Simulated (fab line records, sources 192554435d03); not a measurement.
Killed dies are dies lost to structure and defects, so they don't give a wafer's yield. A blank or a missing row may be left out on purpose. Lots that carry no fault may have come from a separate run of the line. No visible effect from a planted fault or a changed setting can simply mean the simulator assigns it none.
fab line records ; flow n5-finfet
record lots=7; wafers=19; last-day=17
route steps=1938 shown BEOL_M10@1509 BEOL_M15@1830
lots that met no fault: from a run of the same line without faults
start-h: hours from the record's opening day to when the first of the lot's shown wafers began ; wait-h: time in hours since the lot's previous step ; " identical to the entry in the row above ; L1.1+2: a row that stands for several wafers ; - no value present, or no start provided ; * or withheld: withheld ; < > ~ a bound
route shown NAME@n: a module of which the file shows steps, and the number in the route of the first ; usual: mean and standard deviation over wafers with no fault ; same: alike in all rows ; chamber/n: place in a boat ; sites: per-site readings ; _std_site: standard deviation of those values ; _edge_site: outer sites' mean less inner sites' ; radius-mm: how far each site lies from the wafer's centre ; mask NAME#n: copy n ; behind: tool/chamber where the wafer was last shaped ; hold: why the lot was held/for how many hours/how that ended ; device: transistor that didn't switch, given as n, p or np ; end of line: tests of these same wafers at the route's end ; step lacking rows: just its recipe ; killed: not the wafer's yield, but the dies lost to structure and defects at the first sort ; map: per-die view of a wafer (x killed, . not killed, _ where there is no die)
set.NAME: the setting as run; set.NAME@STEP: as run at that earlier step ; model.NAME: the simulator's own value behind a step, which no gauge read
a sample of lots followed through the steps of the route, with each step as a table and each wafer as a row
services: from which hour (start-h, from the record's first day; less than 0 if before it) a tool's chamber was out of use, for how many hours, and why
## steps
# step N5_BEOL_M10_VIA_ETCH_34
# recipe chemistry=C4F6/O2; target=SiCOH_lowk; target-depth-a=1845; mask-material=SOC; taper-deg=4; time-s=69.2; ion-energy-ev=250; pressure-mtorr=30; source-w=345; bias-w=185; Ar_flow_sccm=300; C4F6_flow_sccm=10; O2_flow_sccm=10
# usual C4F6_flow_sccm=10.000/0.029; drypump-motor-current-A=5.5/0.44; oes-product-au=0.81/0.073; rf-vpp-V=663/5.2; showerhead-plenum-p-Torr=2.84/0.1; throttle-valve-pct=20.89/0.22
# same time-s=69.2
lot.wafer;tool;chamber;start-h;wait-h;C4F6_flow_sccm;drypump-motor-current-A;oes-product-au;rf-hours-counter-h;rf-vpp-V;showerhead-plenum-p-Torr;throttle-valve-pct
L988.2;rie-diel-01;2;228.01;0.0;9.953;5.3;0.76;132;658;2.73;20.68
L988.4;rie-diel-01;0;228.01;0.0;9.992;6.2;0.68;243;658;2.82;21.35
L988.6;rie-diel-01;2;228.01;0.0;9.948;5.3;0.76;-;658;2.73;20.67
L992.3;rie-diel-01;1;247.02;0.0;10.001;5.6;0.67;248;663;2.81;21.09
L992.4;rie-diel-01;1;247.02;0.0;10.037;5.6;0.67;-;662;2.81;21.10
L992.6;rie-diel-01;3;247.02;0.0;10.029;5.3;0.78;-;667;2.75;20.56
L998.5;rie-diel-01;0;290.41;0.0;10.049;6.2;0.94;-;658;2.81;21.03
L998.6;rie-diel-01;3;290.41;0.0;9.986;5.3;0.76;-;666;2.74;20.59
L102.5;rie-diel-01;3;305.45;0.0;10.031;5.3;0.76;-;666;2.74;20.59
L102.6;rie-diel-01;2;305.45;0.0;10.034;5.3;0.74;-;658;2.72;20.72
L106.1;rie-diel-05;3;321.25;0.0;9.991;4.9;0.81;77;673;3.00;20.84
L106.3;rie-diel-05;1;321.25;0.0;9.970;6.1;0.84;69;662;2.87;20.64
L106.4;rie-diel-05;0;321.25;0.0;10.039;5.5;0.81;88;663;2.76;20.75
L104.2;rie-diel-06;0;330.57;0.0;10.015;4.8;0.80;113;665;2.97;21.10
L104.5;rie-diel-06;1;330.57;0.0;9.978;6.2;0.79;-;657;2.99;21.13
L104.6;rie-diel-06;0;330.57;0.0;10.042;4.8;0.80;-;668;2.97;21.10
L109.1;rie-diel-06;2;357.38;0.0;9.968;5.8;0.94;11;658;2.80;20.83
L109.4;rie-diel-06;3;357.38;0.0;10.001;5.7;0.85;50;668;2.90;21.07
L109.5;rie-diel-06;1;357.38;0.0;9.993;6.3;0.79;-;657;2.99;21.13
# step N5_BEOL_M10_TRENCH_ETCH_37
# recipe chemistry=C4F6/O2; target-depth-a=1488.3; target=SiCOH_lowk; time-s=48; ion-energy-ev=250; pressure-mtorr=30; source-w=345; bias-w=185; Ar_flow_sccm=300; C4F6_flow_sccm=10; O2_flow_sccm=10
# usual C4F6_flow_sccm=10.00/0.032; drypump-motor-current-A=5.5/0.44; oes-product-au=0.81/0.073; rf-vpp-V=663/5.3; showerhead-plenum-p-Torr=2.84/0.1; throttle-valve-pct=20.92/0.22
# same time-s=48
lot.wafer;tool;chamber;start-h;wait-h;C4F6_flow_sccm;drypump-motor-current-A;oes-product-au;rf-hours-counter-h;rf-vpp-V;showerhead-plenum-p-Torr;throttle-valve-pct
L988.2;rie-diel-01;2;228.11;-;9.96;5.3;0.76;132;659;2.73;20.69
L988.4;rie-diel-01;0;228.11;-;9.97;6.2;0.68;243;657;2.82;21.39
L988.6;rie-diel-01;2;228.11;-;9.97;5.2;0.77;-;657;2.73;20.71
L992.3;rie-diel-01;1;247.12;-;9.99;5.7;0.68;249;663;2.81;21.11
L992.4;rie-diel-01;1;247.12;-;9.98;5.7;0.68;-;663;2.81;21.11
L992.6;rie-diel-01;3;247.12;-;9.93;5.4;0.80;-;666;2.75;20.58
L998.5;rie-diel-01;0;290.51;-;10.01;6.2;0.94;-;658;2.81;21.05
L998.6;rie-diel-01;3;290.51;-;10.06;5.3;0.91;-;666;2.74;20.68
L102.5;rie-diel-01;3;305.55;-;9.98;5.4;0.76;-;666;2.74;20.62
L102.6;rie-diel-01;2;305.55;-;10.01;5.3;0.88;-;659;2.72;20.80
L106.1;rie-diel-05;3;321.36;-;10.02;4.9;0.82;77;674;3.00;20.87
L106.3;rie-diel-05;1;321.36;-;10.02;6.1;0.84;70;660;2.87;20.63
L106.4;rie-diel-05;0;321.36;-;9.99;5.5;0.80;88;661;2.76;20.75
L104.2;rie-diel-06;0;330.68;-;9.98;4.8;0.79;113;666;2.97;21.14
L104.5;rie-diel-06;1;330.68;-;10.00;6.2;0.79;-;657;2.99;21.14
L104.6;rie-diel-06;0;330.68;-;10.00;4.8;0.79;-;666;2.97;21.15
L109.1;rie-diel-06;2;357.48;-;9.98;5.8;0.93;11;658;2.80;20.83
L109.4;rie-diel-06;3;357.48;-;10.01;5.6;0.86;50;668;2.90;21.07
L109.5;rie-diel-06;1;357.48;-;10.01;6.2;0.78;-;657;2.99;21.16
# step N5_BEOL_M10_OCD_MEAS_38
# usual trench-depth-nm=149.1/1.5
lot.wafer;tool;chamber;start-h;wait-h;trench-depth-nm
L988.2;ocd-02;-;228.29;-;149.0
L988.4;ocd-02;-;228.29;-;147.1
L988.6;ocd-02;-;228.29;-;149.1
L992.3;ocd-02;-;247.31;-;147.8
L992.4;ocd-02;-;247.31;-;147.7
L992.6;ocd-02;-;247.31;-;149.2
L998.5;ocd-01;-;290.68;-;151.8
L998.6;ocd-01;-;290.68;-;193.0
L102.5;ocd-02;-;305.72;-;147.8
L102.6;ocd-02;-;305.72;-;194.3
L106.1;ocd-02;-;321.54;-;149.1
L106.3;ocd-02;-;321.54;-;150.0
L106.4;ocd-02;-;321.54;-;148.6
L104.2;ocd-01;-;330.86;-;149.6
L104.5;ocd-01;-;330.86;-;147.8
L104.6;ocd-01;-;330.86;-;147.9
L109.1;ocd-01;-;357.66;-;148.9
L109.4;ocd-01;-;357.66;-;149.2
L109.5;ocd-01;-;357.66;-;148.3
# step N5_BEOL_M10_ALD_74
# recipe material=TaN; target-thk-a=20; temp-c=275; ald-precursor-family=PDMAT; ald-co-reactant=NH3; pressure-torr=3; carrier-flow-sccm=1500; pulse-time-s=2; purge-time-s=3; co-reactant-purge-time-s=2; co-reactant-pulse-time-s=3; ald-cycles=40; precursor-vessel-temp-c=75; precursor-vessel-pressure-torr=26.25; precursor-vessel-carrier-sccm=1000
# usual chamber-pressure-Torr=3.001/0.0059; heater-power-w=407/31; mfc-carrier-sccm=1501/4.6
lot.wafer;tool;chamber;start-h;wait-h;chamber-pressure-Torr;heater-power-w;mfc-carrier-sccm
L988.2;ald-metal-02;3;230.29;0.0;2.993;370;1500
L988.4;ald-metal-02;2;230.29;0.0;2.992;431;1493
L988.6;ald-metal-02;2;230.29;0.0;3.002;427;1500
L992.3;ald-metal-04;2;248.05;0.1;3.012;439;1501
L992.4;ald-metal-04;1;248.05;0.1;2.996;418;1501
L992.6;ald-metal-04;0;248.05;0.1;3.005;417;1507
L998.5;ald-metal-04;2;291.95;0.2;3.002;431;1501
L998.6;ald-metal-04;1;291.95;0.2;3.005;416;1492
L102.5;ald-metal-02;2;306.81;0.2;2.989;436;1508
L102.6;ald-metal-02;1;306.81;0.2;2.998;432;1499
L106.1;ald-metal-02;2;322.61;0.0;3.008;429;1503
L106.3;ald-metal-02;0;322.61;0.0;3.006;354;1498
L106.4;ald-metal-02;3;322.61;0.0;3.019;359;1495
L104.2;ald-metal-04;2;331.77;0.1;3.000;445;1505
L104.5;ald-metal-04;0;331.77;0.1;3.007;431;1509
L104.6;ald-metal-04;2;331.77;0.1;3.002;434;1508
L109.1;ald-metal-02;2;358.77;0.1;3.003;439;1497
L109.4;ald-metal-02;0;358.77;0.1;2.997;345;1495
L109.5;ald-metal-02;0;358.77;0.1;2.998;349;1495
# step N5_BEOL_M10_SURFACE_TREAT_76
# recipe gas=Ar; time-s=*; ion-energy-ev=*; ion-current-ma-cm2=0.5; pressure-mtorr=*; ar-flow-sccm=30
# usual ar-flow-sccm=29.99/0.089; throttle-valve-pct=*
# same time-s=*
lot.wafer;tool;chamber;start-h;wait-h;ar-flow-sccm;throttle-valve-pct
L988.2;pvd-sputter-02;-;230.59;0.2;29.86;*
L988.4;pvd-sputter-02;-;230.59;0.2;29.90;*
L988.6;pvd-sputter-02;-;230.59;0.2;30.00;*
L992.3;pvd-sputter-01;-;248.62;0.4;30.13;*
L992.4;pvd-sputter-01;-;248.62;0.4;29.94;*
L992.6;pvd-sputter-01;-;248.62;0.4;30.08;*
L998.5;pvd-sputter-02;-;292.36;0.3;29.87;*
L998.6;pvd-sputter-02;-;292.36;0.3;30.00;*
L102.5;pvd-sputter-01;-;307.10;0.2;30.12;*
L102.6;pvd-sputter-01;-;307.10;0.2;30.04;*
L106.1;pvd-sputter-02;-;322.91;0.2;29.99;*
L106.3;pvd-sputter-02;-;322.91;0.2;30.08;*
L106.4;pvd-sputter-02;-;322.91;0.2;29.90;*
L104.2;pvd-sputter-01;-;332.23;0.3;29.98;*
L104.5;pvd-sputter-01;-;332.23;0.3;29.84;*
L104.6;pvd-sputter-01;-;332.23;0.3;29.86;*
L109.1;pvd-sputter-01;-;359.14;0.2;29.95;*
L109.4;pvd-sputter-01;-;359.14;0.2;30.03;*
L109.5;pvd-sputter-01;-;359.14;0.2;29.81;*
# step N5_BEOL_M10_THK_MEAS_53
# recipe thk-meas-gauge=xrf; reads=Cu_of_BEOL_M10_ECD_50
# usual M10_THK=138.8/1.9
lot.wafer;tool;chamber;start-h;wait-h;M10_THK[nm]
L988.2;film-metro-01;-;232.30;-;138.5
L988.4;film-metro-01;-;232.30;-;134.3
L988.6;film-metro-01;-;232.30;-;139.3
L992.3;film-metro-02;-;250.40;-;137.6
L992.4;film-metro-02;-;250.40;-;137.6
L992.6;film-metro-02;-;250.40;-;138.9
L998.5;film-metro-01;-;293.83;-;140.8
L998.6;film-metro-01;-;293.83;-;182.2
L102.5;film-metro-01;-;308.73;-;135.4
L102.6;film-metro-01;-;308.73;-;180.5
L106.1;film-metro-01;-;325.14;-;139.2
L106.3;film-metro-01;-;325.14;-;139.9
L106.4;film-metro-01;-;325.14;-;137.5
L104.2;film-metro-01;-;334.07;-;138.4
L104.5;film-metro-01;-;334.07;-;136.3
L104.6;film-metro-01;-;334.07;-;137.0
L109.1;film-metro-02;-;360.72;-;139.8
L109.4;film-metro-02;-;360.72;-;141.0
L109.5;film-metro-02;-;360.72;-;139.4
# step N5_BEOL_M10_RS_MEAS_57
# recipe thk-meas-gauge=four-point-probe; reads=Cu_of_BEOL_M10_ECD_50+Co_of_BEOL_M10_CVD_75+TaN_of_BEOL_M10_ALD_74
# usual M10_RS=0.1507/0.0022
lot.wafer;tool;chamber;start-h;wait-h;M10_RS[ohm/sq]
L988.2;film-metro-01;-;232.44;0.1;0.1504
L988.4;film-metro-01;-;232.44;0.1;0.1553
L988.6;film-metro-01;-;232.44;0.1;0.1492
L992.3;film-metro-01;-;250.54;0.1;0.1546
L992.4;film-metro-01;-;250.54;0.1;0.1546
L992.6;film-metro-01;-;250.54;0.1;0.1526
L998.5;film-metro-01;-;293.99;0.0;0.1482
L998.6;film-metro-01;-;293.99;0.0;0.1121
L102.5;film-metro-01;-;308.87;0.0;0.1543
L102.6;film-metro-01;-;308.87;0.0;0.1124
L106.1;film-metro-02;-;325.28;0.1;0.1489
L106.3;film-metro-02;-;325.28;0.1;0.1483
L106.4;film-metro-02;-;325.28;0.1;0.1511
L104.2;film-metro-01;-;334.21;0.1;0.1496
L104.5;film-metro-01;-;334.21;0.1;0.1521
L104.6;film-metro-01;-;334.21;0.1;0.1510
L109.1;film-metro-01;-;360.86;0.1;0.1499
L109.4;film-metro-01;-;360.86;0.1;0.1486
L109.5;film-metro-01;-;360.86;0.1;0.1514
# step N5_BEOL_M15_RC_MEAS_101
# usual COMB_M11=1.5e-11/3.3e-12; COMB_M12=6.3e-12/1.4e-12; COMB_M13=4.7e-12/1e-12; COMB_M14=3.5e-12/6.9e-13; COMB_M15=2.4e-12/5.7e-13; COMB_M5=3.7e-11/7.8e-12; COMB_M6=2.6e-11/5.3e-12; COMB_M7=2.7e-11/5.3e-12; COMB_M8=2.6e-11/5.3e-12; COMB_M9=1.5e-11/3.2e-12; SERP_M10=3.05/0.061; SERP_M10_max_site=3.14/0.07; SERP_M11=3.05/0.073; SERP_M12=0.637/0.012; SERP_M13=0.308/0.0055; SERP_M14=0.1589/0.0028; SERP_M5=38.7/1.5; SERP_M5_max_site=40.0/1.6; SERP_M6=13.8/0.44; SERP_M7=13.7/0.47; SERP_M8=13.7/0.47; SERP_M9=3.08/0.072
lot.wafer;tool;chamber;start-h;wait-h;COMB_M11[S/m];COMB_M12[S/m];COMB_M13[S/m];COMB_M14[S/m];COMB_M15[S/m];COMB_M5[S/m];COMB_M6[S/m];COMB_M7[S/m];COMB_M8[S/m];COMB_M9[S/m];SERP_M10[ohm/um];SERP_M10_max_site[ohm/um];SERP_M11[ohm/um];SERP_M12[ohm/um];SERP_M13[ohm/um];SERP_M14[ohm/um];SERP_M5[ohm/um];SERP_M5_max_site[ohm/um];SERP_M6[ohm/um];SERP_M7[ohm/um];SERP_M8[ohm/um];SERP_M9[ohm/um]
L988.2;prober-02;0;266.31;0.2;1.6e-11;6.5e-12;4.4e-12;4.3e-12;2.7e-12;3.5e-11;2.2e-11;2.1e-11;3.2e-11;1.8e-11;3.09;3.19;2.95;0.649;0.302;0.1573;39.8;40.9;13.9;14.1;13.0;3.01
L988.4;prober-02;0;266.31;0.2;1.3e-11;5.2e-12;6.6e-12;2e-12;3.1e-12;4e-11;2.8e-11;2.2e-11;2.5e-11;2.3e-11;3.20;3.26;2.99;0.646;0.309;0.1573;40.2;41.3;14.4;14.5;13.3;2.95
L988.6;prober-02;0;266.31;0.2;1.8e-11;6.3e-12;3.7e-12;2.5e-12;2.7e-12;3e-11;2.9e-11;2.7e-11;2.1e-11;1.4e-11;3.08;3.14;2.90;0.624;0.299;0.1599;37.8;38.8;14.1;13.5;13.8;3.11
L992.3;prober-01;0;291.58;0.3;1.5e-11;5.7e-12;4.7e-12;2.4e-12;2.4e-12;3.6e-11;2e-11;2.5e-11;3.1e-11;1.5e-11;3.17;3.25;3.18;0.641;0.317;0.1590;36.6;39.4;13.2;13.9;14.3;3.15
L992.4;prober-01;0;291.58;0.3;1.4e-11;5.1e-12;6.9e-12;3.9e-12;2.5e-12;3.5e-11;2.3e-11;2.9e-11;3.1e-11;1.2e-11;3.14;3.17;3.06;0.661;0.317;0.1596;35.4;36.9;13.2;13.3;13.7;3.14
L992.6;prober-01;0;291.58;0.3;1.4e-11;4.8e-12;5.8e-12;4.2e-12;2.4e-12;3.5e-11;2e-11;2.8e-11;3.3e-11;1.5e-11;3.03;3.15;3.01;0.629;0.306;0.1590;38.5;42.1;12.9;12.8;14.2;3.10
L998.5;prober-01;0;324.86;0.6;1.6e-11;8.6e-12;7.4e-12;3.7e-12;2.8e-12;4.2e-11;2.1e-11;2e-11;2.3e-11;1.6e-11;3.01;3.02;2.99;0.643;0.312;0.1595;37.9;39.0;13.0;13.7;13.1;3.06
L998.6;prober-01;0;324.86;0.6;1.6e-11;5.7e-12;6.3e-12;3.3e-12;2.9e-12;4e-11;2.1e-11;2.2e-11;3.4e-11;1.3e-11;2.24;2.29;3.02;0.630;0.308;0.1632;37.5;39.4;14.2;13.1;14.0;3.04
L102.5;prober-02;0;340.42;0.6;1.4e-11;4.3e-12;5.2e-12;2.1e-12;1.9e-12;3.1e-11;1.7e-11;3.4e-11;2.2e-11;1.5e-11;3.08;3.23;3.07;0.633;0.317;0.1581;38.3;39.0;13.3;13.9;13.8;3.02
L102.6;prober-02;0;340.42;0.6;1.6e-11;6.3e-12;2.8e-12;4.3e-12;3.2e-12;4.1e-11;1.6e-11;3.2e-11;4.2e-11;1.5e-11;2.31;2.39;3.07;0.647;0.306;0.1534;41.6;43.5;12.9;13.6;13.6;3.15
L106.1;prober-02;0;356.74;0.0;2e-11;5e-12;4.5e-12;3.2e-12;1.7e-12;4.8e-11;1.9e-11;1.7e-11;2.8e-11;1.5e-11;2.94;3.02;3.03;0.611;0.310;0.1604;41.0;41.7;14.0;13.9;13.6;3.23
L106.3;prober-02;0;356.74;0.0;1.5e-11;6.1e-12;5.2e-12;3.2e-12;2e-12;4.6e-11;2.2e-11;2e-11;3.3e-11;1.6e-11;2.96;3.10;3.07;0.617;0.300;0.1642;38.1;39.4;14.5;13.3;14.0;3.08
L106.4;prober-02;0;356.74;0.0;1.6e-11;8.9e-12;3.8e-12;3.9e-12;2.4e-12;4.2e-11;2.2e-11;2.7e-11;2.6e-11;2.2e-11;3.04;3.13;3.19;0.635;0.302;0.1591;39.5;40.3;14.8;14.2;13.6;3.07
L104.2;prober-02;0;367.31;0.2;1.2e-11;7.3e-12;3.9e-12;3.5e-12;2.5e-12;5e-11;3e-11;2.6e-11;2.3e-11;1e-11;3.09;3.20;2.98;0.660;0.310;0.1602;39.6;40.1;14.1;13.2;14.9;3.14
L104.5;prober-02;0;367.31;0.2;1.1e-11;6.5e-12;3.9e-12;2.8e-12;3.2e-12;3.3e-11;2.4e-11;2.2e-11;2.3e-11;1.6e-11;3.04;3.32;3.03;0.643;0.312;0.1597;38.1;38.9;13.9;13.2;13.9;3.14
L104.6;prober-02;0;367.31;0.2;1.4e-11;5.3e-12;6.3e-12;3.1e-12;2.2e-12;2.9e-11;2.5e-11;2.1e-11;3.1e-11;1.5e-11;3.10;3.22;3.05;0.654;0.305;0.1582;39.7;41.6;14.1;12.6;14.2;3.00
L109.1;prober-01;0;390.01;0.0;1.6e-11;6e-12;4.2e-12;4e-12;2.4e-12;2.9e-11;2.9e-11;2.8e-11;2.7e-11;1.7e-11;2.97;3.04;3.13;0.647;0.307;0.1588;39.4;40.1;13.4;12.8;13.7;3.27
L109.4;prober-01;0;390.01;0.0;1.9e-11;6.5e-12;6.6e-12;3.4e-12;2.5e-12;4.8e-11;3.1e-11;2.7e-11;2.5e-11;1.4e-11;3.00;3.04;2.95;0.636;0.297;0.1620;38.3;39.1;14.2;13.4;14.4;3.11
L109.5;prober-01;0;390.01;0.0;1.9e-11;7.1e-12;5.1e-12;4.7e-12;2.2e-12;3e-11;3.1e-11;2.2e-11;3.4e-11;1.8e-11;3.04;3.21;3.11;0.641;0.313;0.1606;37.1;38.5;13.9;13.6;13.9;3.16
# sites SERP_M10 radius-mm=0,75,75,75,75,140,140,140,140
L988.2 3.19 3.13 3.17 3.09 3.17 2.96 2.96 3.00 2.98
L992.3 3.15 3.18 3.21 3.22 3.15 3.13 3.17 3.25 3.14
L998.5 3.00 3.02 3.01 2.99 3.02 3.02 2.98 2.97 3.01
L102.5 3.01 3.08 3.06 3.07 3.07 3.15 3.23 3.21 3.13
L106.1 3.01 2.99 2.98 3.02 2.94 2.91 2.93 2.91 2.89
L104.2 2.96 3.01 3.01 3.05 3.09 3.16 3.20 3.16 3.09
L109.1 2.98 2.95 2.99 2.97 3.02 2.95 3.04 2.95 2.95
## services
tool;chamber;start-h;hours;kind
ald-metal-02;-;211.10;0.3;repair
ald-metal-02;3;220.56;8.6;repair
rie-diel-01;0;246.77;-;clean
rie-diel-01;0;246.77;-;consumable-replace:focus-ring
rie-diel-01;0;246.77;17.1;scheduled-down
rie-diel-01;0;246.77;17.1;vent-cycle
rie-diel-06;0;248.46;12.2;repair
rie-diel-06;2;253.30;11.7;repair
rie-diel-01;1;263.83;-;clean
rie-diel-01;1;263.83;-;consumable-replace:focus-ring
rie-diel-01;1;263.83;23.1;scheduled-down
rie-diel-01;1;263.83;23.1;vent-cycle
ald-metal-04;-;275.00;4.3;pm
ald-metal-02;3;279.23;4.1;repair
ald-metal-02;1;295.78;3.4;repair
rie-diel-06;0;323.11;6.4;repair
rie-diel-05;-;328.94;1.0;repair
ald-metal-04;3;329.19;18.9;repair
rie-diel-06;1;331.98;7.0;repair
rie-diel-01;3;338.74;10.4;repair
rie-diel-06;2;343.55;9.0;repair
rie-diel-01;1;346.23;5.1;repair
pvd-sputter-02;-;351.75;1.1;repair
ald-metal-02;-;353.39;0.7;repair
## key
first-sign step=N5_BEOL_M10_OCD_MEAS_38; reading=trench-depth-nm; direction=up; sigmas=30; usual=149.1; struck=193.6
effect step=N5_BEOL_M10_THK_MEAS_53; reading=M10_THK; direction=up; sigmas=22; usual=138.8; struck=181.4
effect step=N5_BEOL_M10_RS_MEAS_57; reading=M10_RS; direction=down; sigmas=17; usual=0.1507; struck=0.1123
effect step=N5_BEOL_M15_RC_MEAS_101; reading=SERP_M10; direction=down; sigmas=13; usual=3.05; struck=2.28
met-at N5_BEOL_M10_TRENCH_ETCH_37
struck-lots L998,L102
struck-wafers L998.6,L102.6
not-acting-at N5_BEOL_M10_VIA_ETCH_34,N5_BEOL_M10_ALD_74,N5_BEOL_M10_SURFACE_TREAT_76
onset-between 247.12 290.51
fault kind=process-parameter-drift; tool=rie-diel-01; chamber=-; onset-h=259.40; steps=N5_BEOL_M10_TRENCH_ETCH_37; channel=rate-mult; offset=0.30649; shape=step; end-h=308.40; scope=struck-wafers-only
